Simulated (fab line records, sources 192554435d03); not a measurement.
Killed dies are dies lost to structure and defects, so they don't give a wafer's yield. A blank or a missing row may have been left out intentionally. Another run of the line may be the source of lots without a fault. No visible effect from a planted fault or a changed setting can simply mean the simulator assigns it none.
Matching of chambers	flow n5 finfet	N5_MOL_CONTACT_COAG_ETCH_66 on rie diel-01 has 4 sister chambers
The step etches SiARC in CF4, target depth 13 nm, time 21.7 s. 4 wafers are shown with their chamber, then 12 later ones without.

WAFERS WITH THEIR CHAMBER
wafer	chamber	drypump motor current A (A)
L092.1	2	6.0
L092.6	1	5.8
L093.2	0	6.1
L093.5	3	5.2

WAFERS WITH NO CHAMBER GIVEN
wafer	drypump motor current A (A)
L095.1	5.8
L095.3	6.1
L095.4	5.1
L096.1	5.2
L096.2	6.0
L096.3	6.1
L096.4	5.8
L096.5	6.0
L096.6	5.2
L097.3	6.0
L097.5	5.2
L097.6	6.1

CHAMBER TAKEN BY EACH
wafer	from the rows above	in truth
L095.1	1	1
L095.3	0	0
L095.4	3	3
L096.1	3	3
L096.2	2	2
L096.3	0	0
L096.4	1	1
L096.5	2	2
L096.6	3	3
L097.3	2	2
L097.5	3	3
L097.6	0	0
12 of 12 placed correctly. Number that these rows cannot place: 0. Placed wrongly: 0.
How it was worked out, from the rows above alone: a wafer's distance from a chamber is the root of the sum, over the readings, of the square of ((its reading less the chamber's mean) divided by the reading's scatter). If the next closest chamber is less than 2 further off than the closest, the wafer can't be placed; otherwise it belongs to the closest. The mean given for a chamber averages the wafers shown for that chamber. The scatter (one wafer shown for each chamber): square how far every hidden wafer sits from the nearest shown wafer, average those squares and take the square root.
